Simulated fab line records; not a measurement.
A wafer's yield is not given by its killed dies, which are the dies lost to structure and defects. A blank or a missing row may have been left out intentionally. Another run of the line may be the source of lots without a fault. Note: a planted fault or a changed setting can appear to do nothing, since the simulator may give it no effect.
fab line records ; flow n5Finfet
record: lots: 12; wafers: 33; lastDay: 17
route steps=1938 shown BEOL_M1@821 BEOL_M4@1111 PASSIVATION@1936
lots with no fault: from the same line, run without faults
startH: the number of hours between the record's first day and the start of the first shown wafer of the lot ; waitH: hours elapsed since this lot's preceding step ; " unchanged from the row above ; L1.1+2: several wafers, shown together as one row ; - no value present, or no start provided ; * or withheld: withheld ; < > ~ a bound
route shown NAME@n: NAME is a module with steps in the file, n the number in the route of the first one ; usual: mean/standard deviation taken from wafers without a fault ; same: alike in all rows ; chamber/n: place in a boat ; sites: per-site readings ; _std_site: the standard deviation of these ; _edge_site: the outer-site mean with the inner-site mean subtracted ; radiusMm: for every site, how far away it sits from the centre of the wafer ; mask NAME#n: copy n ; behind: tool/chamber where the wafer was last shaped ; hold: why the lot went on hold/how many hours it stayed there/how the hold came to an end ; device: the n, p or np transistor that did not switch ; end of line: the route-end tests of the same wafers ; a step without rows: its recipe alone ; killed: dies that structure and defects cost at the first sort, which is not the same as the wafer's yield ; map: a wafer's dies, marking killed ones x, the rest . and places with no die _
set.NAME: the setting that was run; set.NAME@STEP: the one run at that earlier step ; model.NAME: the simulator's own value behind a step, which no gauge read
route steps across a sampled set of lots; one table per step, one row per wafer
services: when a tool's chamber went out of use (startH, in hours from the record's first day, below 0 if earlier), for how many hours, and the reason
== steps ==
step: N5_BEOL_M1_ANNEAL_87
recipe: tempC: 400; timeS: 240; ambient: vacuum
usual: heaterPowerW: 792/50
lot.wafer;tool;chamber;startH;waitH;heaterPowerW
L291.3;pvdSputter-01;-;156.41;0.0;736
L291.4;pvdSputter-01;-;156.41;0.0;845
L291.5;pvdSputter-01;-;156.41;0.0;741
L295.2;pvdSputter-01;-;166.50;0.0;860
L295.3;pvdSputter-01;-;166.50;0.0;751
L295.6;pvdSputter-01;-;166.50;0.0;842
L296.2;pvdSputter-03;-;169.58;0.0;790
L296.3;pvdSputter-03;-;169.58;0.0;741
L296.4;pvdSputter-03;-;169.58;0.0;785
L298.5;pvdSputter-02;-;173.13;0.1;691
L298.6;pvdSputter-02;-;173.13;0.1;721
L299.1;pvdSputter-03;-;174.04;0.0;819
L299.6;pvdSputter-03;-;174.04;0.0;846
L302.1;pvdSputter-01;-;208.29;0.0;834
L302.5;pvdSputter-01;-;208.29;0.0;752
L303.1;pvdSputter-01;-;219.65;0.0;863
L303.4;pvdSputter-01;-;219.65;0.0;741
L303.6;pvdSputter-01;-;219.65;0.0;847
L304.1;pvdSputter-02;-;221.16;0.0;688
L304.2;pvdSputter-02;-;221.16;0.0;757
L304.3;pvdSputter-02;-;221.16;0.0;729
L305.1;pvdSputter-03;-;221.41;0.0;790
L305.3;pvdSputter-03;-;221.41;0.0;834
L305.4;pvdSputter-03;-;221.41;0.0;743
L309.1;pvdSputter-02;-;239.71;0.0;714
L309.4;pvdSputter-02;-;239.71;0.0;884
L309.5;pvdSputter-02;-;239.71;0.0;750
L310.1;pvdSputter-01;-;244.68;0.0;829
L310.4;pvdSputter-01;-;244.68;0.0;780
L310.6;pvdSputter-01;-;244.68;0.0;757
L312.2;pvdSputter-01;-;268.13;0.0;830
L312.4;pvdSputter-01;-;268.13;0.0;751
L312.5;pvdSputter-01;-;268.13;0.0;846
step: N5_BEOL_M1_SPUTTER_90
recipe: material: Cu; targetThkA: 45; tempC: -20; chamberPressurePa: 0.07; powerW: withheld; timeS: 8.29
usual: chamberPressurePa: 0.06999/0.00014; throttleValvePct: 30.5/0.8
lot.wafer;tool;chamber;startH;waitH;chamberPressurePa;throttleValvePct
L291.3;pvdSputter-01;-;156.77;0.1;0.06997;30.5
L291.4;pvdSputter-01;-;156.77;0.1;0.07022;30.0
L291.5;pvdSputter-01;-;156.77;0.1;0.07006;30.3
L295.2;pvdSputter-01;-;166.86;0.1;0.06992;30.3
L295.3;pvdSputter-01;-;166.86;0.1;0.06982;30.6
L295.6;pvdSputter-01;-;166.86;0.1;0.0697;29.5
L296.2;pvdSputter-03;-;169.94;0.1;0.06995;30.6
L296.3;pvdSputter-03;-;169.94;0.1;0.07004;30.3
L296.4;pvdSputter-03;-;169.94;0.1;0.07016;30.6
L298.5;pvdSputter-02;-;173.46;0.0;0.07014;30.6
L298.6;pvdSputter-02;-;173.46;0.0;0.0701;30.0
L299.1;pvdSputter-03;-;174.40;0.1;0.07002;32.3
L299.6;pvdSputter-03;-;174.40;0.1;0.07006;31.8
L302.1;pvdSputter-01;-;208.65;0.1;0.06989;29.7
L302.5;pvdSputter-01;-;208.65;0.1;0.06993;29.6
L303.1;pvdSputter-01;-;220.01;0.1;0.07;29.6
L303.4;pvdSputter-01;-;220.01;0.1;0.06983;30.6
L303.6;pvdSputter-01;-;220.01;0.1;0.06999;29.8
L304.1;pvdSputter-02;-;221.52;0.1;0.06991;30.8
L304.2;pvdSputter-02;-;221.52;0.1;0.06997;32.7
L304.3;pvdSputter-02;-;221.52;0.1;0.06967;29.6
L305.1;pvdSputter-03;-;221.77;0.1;0.06996;30.5
L305.3;pvdSputter-03;-;221.77;0.1;0.07004;31.9
L305.4;pvdSputter-03;-;221.77;0.1;0.06995;30.4
L309.1;pvdSputter-02;-;240.07;0.1;0.0701;30.6
L309.4;pvdSputter-02;-;240.07;0.1;0.06996;31.3
L309.5;pvdSputter-02;-;240.07;0.1;0.06997;29.4
L310.1;pvdSputter-01;-;245.04;0.1;0.0887;26.8
L310.4;pvdSputter-01;-;245.04;0.1;0.08879;26.3
L310.6;pvdSputter-01;-;245.04;0.1;0.08857;27.1
L312.2;pvdSputter-01;-;268.49;0.1;0.08859;26.6
L312.4;pvdSputter-01;-;268.49;0.1;0.08865;27.0
L312.5;pvdSputter-01;-;268.49;0.1;0.08868;27.0
step: N5_BEOL_M1_ANNEAL_91
recipe: tempC: 400; timeS: 240; ambient: vacuum
usual: heaterPowerW: 794/49
lot.wafer;tool;chamber;startH;waitH;heaterPowerW
L291.3;pvdSputter-01;-;156.85;0.0;733
L291.4;pvdSputter-01;-;156.85;0.0;858
L291.5;pvdSputter-01;-;156.85;0.0;732
L295.2;pvdSputter-01;-;166.94;0.0;848
L295.3;pvdSputter-01;-;166.94;0.0;753
L295.6;pvdSputter-01;-;166.94;0.0;871
L296.2;pvdSputter-03;-;170.02;0.0;783
L296.3;pvdSputter-03;-;170.02;0.0;730
L296.4;pvdSputter-03;-;170.02;0.0;801
L298.5;pvdSputter-02;-;173.57;0.1;717
L298.6;pvdSputter-02;-;173.57;0.1;737
L299.1;pvdSputter-03;-;174.48;0.0;833
L299.6;pvdSputter-03;-;174.48;0.0;831
L302.1;pvdSputter-01;-;208.73;0.0;843
L302.5;pvdSputter-01;-;208.73;0.0;777
L303.1;pvdSputter-01;-;220.09;0.0;846
L303.4;pvdSputter-01;-;220.09;0.0;766
L303.6;pvdSputter-01;-;220.09;0.0;850
L304.1;pvdSputter-02;-;221.60;0.0;697
L304.2;pvdSputter-02;-;221.60;0.0;772
L304.3;pvdSputter-02;-;221.60;0.0;727
L305.1;pvdSputter-03;-;221.85;0.0;777
L305.3;pvdSputter-03;-;221.85;0.0;814
L305.4;pvdSputter-03;-;221.85;0.0;751
L309.1;pvdSputter-02;-;240.15;0.0;712
L309.4;pvdSputter-02;-;240.15;0.0;864
L309.5;pvdSputter-02;-;240.15;0.0;732
L310.1;pvdSputter-01;-;245.12;0.0;849
L310.4;pvdSputter-01;-;245.12;0.0;744
L310.6;pvdSputter-01;-;245.12;0.0;750
L312.2;pvdSputter-01;-;268.57;0.0;856
L312.4;pvdSputter-01;-;268.57;0.0;769
L312.5;pvdSputter-01;-;268.57;0.0;834
step: N5_BEOL_M1_ANNEAL_93
recipe: tempC: 400; timeS: 240; ambient: vacuum
usual: heaterPowerW: 792/51
lot.wafer;tool;chamber;startH;waitH;heaterPowerW
L291.3;pvdSputter-01;-;157.07;0.0;753
L291.4;pvdSputter-01;-;157.07;0.0;849
L291.5;pvdSputter-01;-;157.07;0.0;758
L295.2;pvdSputter-01;-;167.16;0.0;816
L295.3;pvdSputter-01;-;167.16;0.0;763
L295.6;pvdSputter-01;-;167.16;0.0;849
L296.2;pvdSputter-03;-;170.24;0.0;797
L296.3;pvdSputter-03;-;170.24;0.0;739
L296.4;pvdSputter-03;-;170.24;0.0;791
L298.5;pvdSputter-02;-;173.79;0.1;690
L298.6;pvdSputter-02;-;173.79;0.1;744
L299.1;pvdSputter-03;-;174.70;0.0;815
L299.6;pvdSputter-03;-;174.70;0.0;829
L302.1;pvdSputter-01;-;208.95;0.0;847
L302.5;pvdSputter-01;-;208.95;0.0;758
L303.1;pvdSputter-01;-;220.31;0.0;839
L303.4;pvdSputter-01;-;220.31;0.0;743
L303.6;pvdSputter-01;-;220.31;0.0;857
L304.1;pvdSputter-02;-;221.82;0.0;698
L304.2;pvdSputter-02;-;221.82;0.0;757
L304.3;pvdSputter-02;-;221.82;0.0;733
L305.1;pvdSputter-03;-;222.07;0.0;770
L305.3;pvdSputter-03;-;222.07;0.0;815
L305.4;pvdSputter-03;-;222.07;0.0;722
L309.1;pvdSputter-02;-;240.37;0.0;708
L309.4;pvdSputter-02;-;240.37;0.0;891
L309.5;pvdSputter-02;-;240.37;0.0;753
L310.1;pvdSputter-01;-;245.34;0.0;851
L310.4;pvdSputter-01;-;245.34;0.0;766
L310.6;pvdSputter-01;-;245.34;0.0;743
L312.2;pvdSputter-01;-;268.79;0.0;838
L312.4;pvdSputter-01;-;268.79;0.0;751
L312.5;pvdSputter-01;-;268.79;0.0;809
step: N5_BEOL_M4_RC_MEAS_101
usual: DIBL_N: 36.0/1.7; DIBL_P: 36.2/2.3; IOFF_N: 0.16/0.03; IOFF_P: 0.21/0.036; ION_N: 679/11; ION_P: 465/7.1; SS_N: 71.4/0.58; SS_P: 73.3/0.75; VT_N: 249/3.1; VT_P: -251/3.5
lot.wafer;tool;chamber;startH;waitH;DIBL_N[mV/V];DIBL_P[mV/V];IOFF_N[nA/um];IOFF_P[nA/um];ION_N[uA/um];ION_P[uA/um];SS_N[mV/dec];SS_P[mV/dec];VT_N[mV];VT_P[mV]
L291.3;prober-02;0;191.02;0.3;35.5;34.9;0.14;0.22;681;465;71.0;73.4;248;-249
L291.4;prober-02;0;191.02;0.3;38.1;37.4;0.18;0.26;683;468;71.8;73.6;248;-246
L291.5;prober-02;0;191.02;0.3;38.1;38.4;0.19;0.28;691;471;71.3;73.9;245;-247
L296.2;prober-02;0;206.34;0.2;36.7;36.3;0.16;0.21;684;467;70.8;73.6;249;-251
L296.3;prober-02;0;206.34;0.2;35.8;34.3;0.14;0.17;684;462;71.0;73.2;252;-254
L296.4;prober-02;0;206.34;0.2;35.3;34.4;0.14;0.18;674;462;70.6;72.6;251;-250
L295.2;prober-01;0;206.58;0.2;34.5;36.6;0.17;0.26;682;477;70.6;72.9;245;-245
L295.3;prober-01;0;206.58;0.2;35.3;36.7;0.18;0.25;685;473;71.1;72.7;245;-245
L295.6;prober-01;0;206.58;0.2;32.5;32.8;0.12;0.18;666;460;70.1;71.6;253;-249
L299.1;prober-01;0;210.02;0.0;37.9;40.0;0.17;0.19;677;452;72.1;74.2;251;-259
L299.6;prober-01;0;210.02;0.0;38.0;40.4;0.19;0.20;688;453;72.6;74.5;248;-258
L298.5;prober-01;0;214.48;0.6;34.2;34.3;0.13;0.19;670;454;71.1;73.6;251;-250
L298.6;prober-01;0;214.48;0.6;36.1;35.9;0.17;0.21;683;465;72.0;73.6;249;-251
L302.1;prober-01;0;250.71;0.0;33.8;34.2;0.14;0.20;687;469;71.0;72.1;248;-251
L302.5;prober-01;0;250.71;0.0;33.5;33.8;0.14;0.19;684;473;70.9;73.0;249;-251
L303.1;prober-01;0;251.64;0.2;35.9;35.8;0.15;0.22;681;470;71.1;73.0;249;-252
L303.4;prober-01;0;251.64;0.2;36.5;36.3;0.14;0.21;679;469;71.9;73.3;252;-250
L303.6;prober-01;0;251.64;0.2;36.0;35.3;0.14;0.21;677;469;71.3;73.0;253;-247
L304.1;prober-02;0;256.87;0.0;35.0;34.6;0.13;0.23;676;477;70.9;72.0;248;-246
L304.2;prober-02;0;256.87;0.0;35.4;34.7;0.14;0.22;680;474;70.7;72.6;250;-246
L304.3;prober-02;0;256.87;0.0;37.5;37.4;0.17;0.26;680;472;71.7;73.8;249;-244
L305.1;prober-02;0;260.33;0.0;36.4;36.9;0.16;0.22;679;467;71.7;73.8;252;-250
L305.3;prober-02;0;260.33;0.0;35.0;34.7;0.14;0.18;657;456;71.7;72.3;252;-252
L305.4;prober-02;0;260.33;0.0;39.0;40.1;0.22;0.26;684;472;71.9;74.4;246;-248
L309.1;prober-02;0;280.22;0.0;39.7;41.2;0.23;0.28;703;477;72.0;73.9;244;-247
L309.4;prober-02;0;280.22;0.0;36.6;37.7;0.15;0.22;672;469;71.9;73.8;249;-250
L309.5;prober-02;0;280.22;0.0;36.5;37.4;0.15;0.20;681;469;71.9;72.5;249;-250
L310.1;prober-02;0;283.56;0.0;34.7;37.0;0.15;0.19;681;464;71.3;73.2;246;-253
L310.4;prober-02;0;283.56;0.0;36.7;39.3;0.20;0.22;691;467;71.7;73.9;244;-252
L310.6;prober-02;0;283.56;0.0;34.3;35.5;0.14;0.16;679;456;71.2;72.3;250;-255
L312.2;prober-01;0;313.77;0.2;37.9;36.6;0.17;0.21;691;463;71.6;73.4;248;-250
L312.4;prober-01;0;313.77;0.2;38.5;37.6;0.20;0.24;696;469;71.7;74.8;245;-247
L312.5;prober-01;0;313.77;0.2;37.8;37.1;0.19;0.22;703;470;71.1;73.7;245;-249
step: N5_PASSIVATION_PROBE_49
usual: defectLimitedYield: 91.3/1.5; killed_at_M0_to_M3: 31/11; killed_at_M4_up: 14/5.1; killedAtContacts: 12/5.6; killedAtFrontEnd: 42/12; killedAtOther: 3.8/2.9; killedDies: 103/18; killedOpen: 67/14; killedShort: 33/8; sort_bin_5_function: 5.1/1; sort_bin_6_memory: 3.2/0.75; sortNPass: 1077/18; sortYieldPct: 91.3/1.5
same: grossDies: 1180; killedAtBackSide: 0; sort_bin_4_leakage[%]: 0; sort_bin_8_speed[%]: 0
lot.wafer;tool;chamber;startH;waitH;defectLimitedYield[%];killed_at_M0_to_M3;killed_at_M4_up;killedAtContacts;killedAtFrontEnd;killedAtOther;killedDies;killedOpen;killedShort;sort_bin_5_function[%];sort_bin_6_memory[%];sortNPass;sortYieldPct[%]
L299.1;prober-01;-;326.26;0.0;90.7;34;20;15;34;7;110;65;42;5.2;3.7;1070;90.7
L299.6;prober-01;-;326.51;0.3;91.8;29;13;10;44;1;97;64;33;4.3;3.5;1083;91.8
L304.1;prober-02;-;374.03;0.0;89.2;32;11;12;64;8;127;82;45;5.9;4.2;1053;89.2
L304.2;prober-02;-;374.08;0.1;89.1;23;10;17;74;5;129;82;45;6.8;3.6;1051;89.1
L304.3;prober-02;-;374.13;0.1;90.4;27;6;6;66;8;113;85;26;5.9;3.2;1067;90.4
L310.1;prober-02;-;385.89;0.0;93.8;26;8;8;25;6;73;39;32;3.5;2.4;1107;93.8
L310.4;prober-02;-;386.04;0.2;93.1;16;14;5;38;8;81;55;26;3.9;2.8;1099;93.1
L310.6;prober-02;-;386.14;0.3;93.8;13;21;9;26;4;73;47;19;3.6;1.8;1107;93.8
killed by level:class
L299.1 MOL_CONTACT_COAG:geometricParticle:open=14 BEOL_M0_SAQP:geometricParticle:short=14 BEOL_M3:geometricParticle:open=7 BEOL_M0_SAQP:geometricParticle:open=6 FIN_SAQP:geometricParticle:short=5 FIN_SAQP:geometricParticle:open=5 STI_FIN_REVEAL:geometricParticle:open=5 BEOL_M5:geometricParticle:open=5
L299.6 STI_FIN_REVEAL:geometricParticle:open=10 MOL_CONTACT_COAG:geometricParticle:open=8 BEOL_M4:geometricParticle:open=8 BEOL_M0_SAQP:geometricParticle:open=7 FIN_SAQP:geometricParticle:open=6 FIN_SAQP:geometricParticle:short=6 GATE_CUT:geometricParticle:short=6 BEOL_M0_SAQP:geometricParticle:short=6
L304.1 FIN_SAQP:geometricParticle:open=16 STI_FIN_REVEAL:geometricParticle:open=15 FIN_SAQP:geometricParticle:short=10 MOL_CONTACT_COAG:geometricParticle:open=9 BEOL_M1:geometricParticle:open=7 BEOL_M0_SAQP:geometricParticle:short=6 BEOL_M0_SAQP:geometricParticle:open=6 DUMMY_GATE:geometricParticle:open=6
L304.2 FIN_SAQP:geometricParticle:open=29 FIN_SAQP:geometricParticle:short=13 STI_FIN_REVEAL:geometricParticle:open=10 MOL_CONTACT_COAG:geometricParticle:open=9 MOL_CONTACT_COAG:geometricParticle:short=8 DUMMY_GATE:geometricParticle:open=6 BEOL_M1:geometricParticle:open=6 STARTING-WAFER:geometricParticle:short=6
L304.3 STI_FIN_REVEAL:geometricParticle:open=29 FIN_SAQP:geometricParticle:open=16 BEOL_M1:geometricParticle:open=9 FIN_SAQP:geometricParticle:short=7 MOL_CONTACT_COAG:geometricParticle:open=6 BEOL_M0_SAQP:geometricParticle:open=6 BEOL_M0_SAQP:geometricParticle:short=4 BEOL_M2:geometricParticle:open=3
L310.1 MOL_CONTACT_COAG:geometricParticle:open=8 BEOL_M0_SAQP:geometricParticle:short=8 BEOL_M0_SAQP:geometricParticle:open=7 FIN_SAQP:geometricParticle:short=4 STI_FIN_REVEAL:geometricParticle:open=4 BEOL_M4:geometricParticle:open=4 ILD0:geometricParticle:short=3 BEOL_M1:geometricParticle:short=3
L310.4 STI_FIN_REVEAL:geometricParticle:open=13 FIN_SAQP:geometricParticle:short=9 BEOL_M0_SAQP:geometricParticle:open=7 MOL_CONTACT_COAG:geometricParticle:open=5 FIN_SAQP:geometricParticle:open=4 DUMMY_GATE:geometricParticle:open=4 BEOL_M0:geometricParticle:open=4 BEOL_M4:geometricParticle:open=4
L310.6 BEOL_M4:geometricParticle:open=14 MOL_CONTACT_COAG:geometricParticle:open=7 HKMG_FIN:areaEtch=6 STI_FIN_REVEAL:geometricParticle:open=3 STARTING-WAFER:geometricParticle:open=3 BEOL_M0_SAQP:geometricParticle:open=3 BEOL_M0:geometricParticle:open=3 BEOL_M3:geometricParticle:short=3
== services ==
tool;chamber;startH;hours;kind
pvdSputter-02;-;140.26;0.6;repair
== key ==
firstSign: step: N5_BEOL_M1_SPUTTER_90; reading: chamberPressurePa; direction: up; sigmas: 99+; usual: 0.06999; struck: 0.08866
effect: step: N5_BEOL_M1_SPUTTER_90; reading: throttleValvePct; direction: down; sigmas: 4.7; usual: *; struck: *
metAt N5_BEOL_M1_SPUTTER_90
struckLots L310,L312
notActingAt N5_BEOL_M1_ANNEAL_87,N5_BEOL_M1_ANNEAL_91,N5_BEOL_M1_ANNEAL_93
onsetBetween 220.01 245.04
fault: kind: processParameterDrift; tool: pvdSputter-01; chamber: -; onsetH: 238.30; steps: N5_BEOL_M1_SPUTTER_90; channel: chamberPressurePa; offset: 0.018681; shape: step; endH: 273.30; actsIn: theseRecipesOnly; stated: 0.07
